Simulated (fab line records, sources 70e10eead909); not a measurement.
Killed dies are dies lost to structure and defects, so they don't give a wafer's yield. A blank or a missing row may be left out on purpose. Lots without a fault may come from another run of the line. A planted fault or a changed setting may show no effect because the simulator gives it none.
Which tool did it? | flow nand_harc | 12 lots, 36 wafers sampled, at 4 steps of a route of 1159

WHAT THE GAUGES READ, wafer by wafer
The record holds no reading of a measuring or inspecting step that can be judged against a usual standard deviation.

WHICH TOOL RAN EACH LOT (tool, then ch and the chambers of the sampled wafers, then the start)
lot  | NHARC_A_CHANNEL_HOLE_D1_STRIP_27              | NHARC_A_CHANNEL_FILL_D1_ALD_03                 | NHARC_A_CHANNEL_FILL_D1_ALD_25   | NHARC_A_CHANNEL_FILL_D1_STRIP_29
L565 | rie_diel-09 ch 0,1,2, day 9 17:43 or earlier  | ald_sin_batch-03 ch 0, day 9 17:43 or earlier  | ald_hk-01 ch 0,3, day 9 17:43    | rie_diel-11 ch 0,1,2, no start
L567 | rie_diel-09 ch 2,3, day 10 13:42 or earlier   | ald_sin_batch-01 ch 0, day 10 13:42 or earlier | ald_hk-02 ch 0,2,3, day 10 13:42 | rie_diel-11 ch 0,2,3, no start
L566 | rie_diel-13 ch 0,1, day 10 11:54 or earlier   | ald_sin_batch-02 ch 0, day 10 11:54 or earlier | ald_hk-04 ch 1,3, day 10 11:54   | rie_diel-11 ch 0,2, no start
L571 | rie_diel-13 ch 0,1,3, day 10 20:05 or earlier | ald_sin_batch-02 ch 0, day 10 20:05 or earlier | ald_hk-04 ch 1,2, day 10 20:05   | rie_diel-06 ch 0,1, no start
L570 | rie_diel-05 ch 0,1,2, day 10 20:07 or earlier | ald_sin_batch-03 ch 0, day 10 20:07 or earlier | ald_hk-02 ch 1,2, day 10 20:07   | rie_diel-10 ch 1,2,3, no start
L572 | rie_diel-09 ch 1,2,3, day 11 22:50 or earlier | ald_sin_batch-02 ch 0, day 11 22:50 or earlier | ald_hk-04 ch 1,2,3, day 11 22:50 | rie_diel-11 ch 1,2,3, no start
L578 | rie_diel-13 ch 0,1,3, day 13 05:12 or earlier | ald_sin_batch-01 ch 0, day 13 05:12 or earlier | ald_hk-04 ch 0,2,3, day 13 05:12 | rie_diel-11 ch 0,1,3, no start
L579 | rie_diel-05 ch 1,2, day 13 09:48 or earlier   | ald_sin_batch-01 ch 0, day 13 09:48 or earlier | ald_hk-01 ch 0,1,2, day 13 09:48 | rie_diel-06 ch 1,3, no start
L580 | rie_diel-05 ch 0,1,2, day 14 03:21 or earlier | ald_sin_batch-01 ch 0, day 14 03:21 or earlier | ald_hk-02 ch 0,1,2, day 14 03:21 | rie_diel-11 ch 0,2,3, no start
L581 | rie_diel-09 ch 0,2,3, day 14 03:22 or earlier | ald_sin_batch-01 ch 0, day 14 03:22 or earlier | ald_hk-04 ch 0,2,3, day 14 03:22 | rie_diel-06 ch 0,1,3, no start
L586 | rie_diel-09 ch 0,2,3, day 15 04:07 or earlier | ald_sin_batch-03 ch 0, day 15 04:07 or earlier | ald_hk-02 ch 1,2,3, day 15 04:07 | rie_diel-11 ch 0,2,3, no start
L587 | rie_diel-09 ch 0,1,2, day 15 16:35 or earlier | ald_sin_batch-01 ch 0, day 15 16:35 or earlier | ald_hk-01 ch 2,3, day 15 16:35   | rie_diel-11 ch 0,3, no start
- NHARC_A_CHANNEL_HOLE_D1_STRIP_27: strips in O2.
- NHARC_A_CHANNEL_FILL_D1_ALD_03: deposits SiNx, target thk 6 nm, pulse time 60 s, ald cycles 58.
- NHARC_A_CHANNEL_FILL_D1_ALD_25: deposits SiOx, target thk 60 nm, pulse time 10 s, ald cycles 600.
- NHARC_A_CHANNEL_FILL_D1_STRIP_29: strips in O2, time 20 s.

WHAT THE TOOLS THEMSELVES READ (means of the sampled wafers that have a number; where no wafer has one, the mark that the record gives instead)
NHARC_A_CHANNEL_HOLE_D1_STRIP_27. Usual: drypump_motor_current_A 5.7 A, standard deviation 0.46; oes_product_au 0.999 a.u., standard deviation 0.0064; rf_vpp_V 57.8 V, standard deviation 0.87; showerhead_plenum_p_Torr 3.51 Torr, standard deviation 0.13; throttle_valve_pct 17.036 %, standard deviation 0.0088.
lot  | tool        | drypump_motor_current_A (A) | oes_product_au (a.u.) | rf_vpp_V (V) | showerhead_plenum_p_Torr (Torr) | throttle_valve_pct (%) | flag
L565 | rie_diel-09 | 5.7                         | 0.990                 | 58.3         | 3.45                            | 17.033                 |
L567 | rie_diel-09 | 5.5                         | 1.005                 | 58.1         | 3.54                            | 17.042                 |
L566 | rie_diel-13 | 5.7                         | 0.999                 | 57.7         | 3.49                            | 17.030                 |
L571 | rie_diel-13 | 5.6                         | 1.002                 | 58.7         | 3.60                            | 17.041                 |
L570 | rie_diel-05 | 5.7                         | 0.997                 | 58.4         | 3.48                            | 17.035                 |
L572 | rie_diel-09 | 5.6                         | 1.008                 | 58.0         | 3.53                            | 17.035                 |
L578 | rie_diel-13 | 5.7                         | 0.998                 | 57.7         | 3.60                            | 17.035                 |
L579 | rie_diel-05 | 5.6                         | 0.999                 | 57.4         | 3.41                            | 17.040                 |
L580 | rie_diel-05 | 5.7                         | 1.002                 | 57.7         | 3.47                            | 17.038                 |
L581 | rie_diel-09 | 5.6                         | 0.997                 | 57.3         | 3.47                            | 17.035                 |
L586 | rie_diel-09 | 5.6                         | 0.996                 | 58.6         | 3.47                            | 17.037                 |
L587 | rie_diel-09 | 5.7                         | 1.000                 | 58.2         | 3.45                            | 17.038                 |

NHARC_A_CHANNEL_FILL_D1_ALD_03. Usual: precursor_pulse_height_rel 1.000, standard deviation 0.021.
lot  | tool             | precursor_pulse_height_rel | flag
L565 | ald_sin_batch-03 | 1.013                      |
L567 | ald_sin_batch-01 | 1.002                      |
L566 | ald_sin_batch-02 | 0.986                      |
L571 | ald_sin_batch-02 | 1.005                      |
L570 | ald_sin_batch-03 | 1.004                      |
L572 | ald_sin_batch-02 | 0.999                      |
L578 | ald_sin_batch-01 | 1.002                      |
L579 | ald_sin_batch-01 | 0.994                      |
L580 | ald_sin_batch-01 | 0.997                      |
L581 | ald_sin_batch-01 | 0.995                      |
L586 | ald_sin_batch-03 | 1.004                      |
L587 | ald_sin_batch-01 | 1.002                      |

NHARC_A_CHANNEL_FILL_D1_ALD_25. Usual: heater_power_w 450 W, standard deviation 48; precursor_pulse_height_rel 1.001, standard deviation 0.02.
lot  | tool      | heater_power_w (W) | precursor_pulse_height_rel | flag
L565 | ald_hk-01 | 460                | 0.989                      |
L567 | ald_hk-02 | 485                | 0.991                      |
L566 | ald_hk-04 | 490                | 0.981                      |
L571 | ald_hk-04 | 416                | 0.991                      |
L570 | ald_hk-02 | 493                | 1.006                      |
L572 | ald_hk-04 | 452                | 1.007                      |
L578 | ald_hk-04 | 441                | 0.981                      |
L579 | ald_hk-01 | 436                | 0.984                      |
L580 | ald_hk-02 | 501                | 0.983                      |
L581 | ald_hk-04 | 437                | 0.979                      |
L586 | ald_hk-02 | 474                | 1.028                      |
L587 | ald_hk-01 | 421                | 1.004                      |

NHARC_A_CHANNEL_FILL_D1_STRIP_29. Usual: drypump_motor_current_A 5.8 A, standard deviation 0.37; oes_product_au 0.999 a.u., standard deviation 0.0083; rf_vpp_V 57.9 V, standard deviation 0.88; showerhead_plenum_p_Torr 3.58 Torr, standard deviation 0.16; throttle_valve_pct 17.036 %, standard deviation 0.0089.
lot  | tool        | drypump_motor_current_A (A) | oes_product_au (a.u.) | rf_vpp_V (V) | showerhead_plenum_p_Torr (Torr) | throttle_valve_pct (%) | flag
L565 | rie_diel-11 | 5.8                         | 0.999                 | 57.3         | 3.55                            | 17.034                 |
L567 | rie_diel-11 | 6.0                         | 0.993                 | 57.1         | 3.57                            | 17.044                 |
L566 | rie_diel-11 | 6.2                         | 0.994                 | 57.4         | 3.44                            | 17.034                 |
L571 | rie_diel-06 | 5.8                         | 1.013                 | 57.6         | 3.47                            | 17.037                 |
L570 | rie_diel-10 | 5.9                         | 1.001                 | 59.2         | 3.64                            | 17.036                 |
L572 | rie_diel-11 | 5.7                         | 1.001                 | 57.9         | 3.62                            | 17.031                 |
L578 | rie_diel-11 | 5.6                         | 0.999                 | 58.6         | 3.67                            | 17.040                 |
L579 | rie_diel-06 | 5.9                         | 1.006                 | 58.0         | 3.69                            | 17.031                 |
L580 | rie_diel-11 | 6.1                         | 1.009                 | 57.8         | 3.57                            | 17.041                 |
L581 | rie_diel-06 | 5.8                         | 1.005                 | 57.9         | 3.58                            | 17.030                 |
L586 | rie_diel-11 | 6.1                         | 1.003                 | 58.1         | 3.57                            | 17.029                 |
L587 | rie_diel-11 | 5.9                         | 0.991                 | 58.8         | 3.70                            | 17.042                 |

THE ANSWER, worked out from the rows above alone
Rule: a lot is off if the mean of its wafers that have a number lies more than 3 standard deviations from the usual mean. A lot without any number at a reading at which 4 lots or more have one is off too. The other lots that the step has rows for count as sound. The gauges are gone through in route order, then the tools' own readings, and for those a lot's mean is taken as printed above. The first step at which some lot is off is used, and at that step the reading that is off furthest; a lot without a number counts as furthest.
No lot is off at any reading shown: from this, nothing can be told.

WHAT THE SIMULATOR HAD PUT IN
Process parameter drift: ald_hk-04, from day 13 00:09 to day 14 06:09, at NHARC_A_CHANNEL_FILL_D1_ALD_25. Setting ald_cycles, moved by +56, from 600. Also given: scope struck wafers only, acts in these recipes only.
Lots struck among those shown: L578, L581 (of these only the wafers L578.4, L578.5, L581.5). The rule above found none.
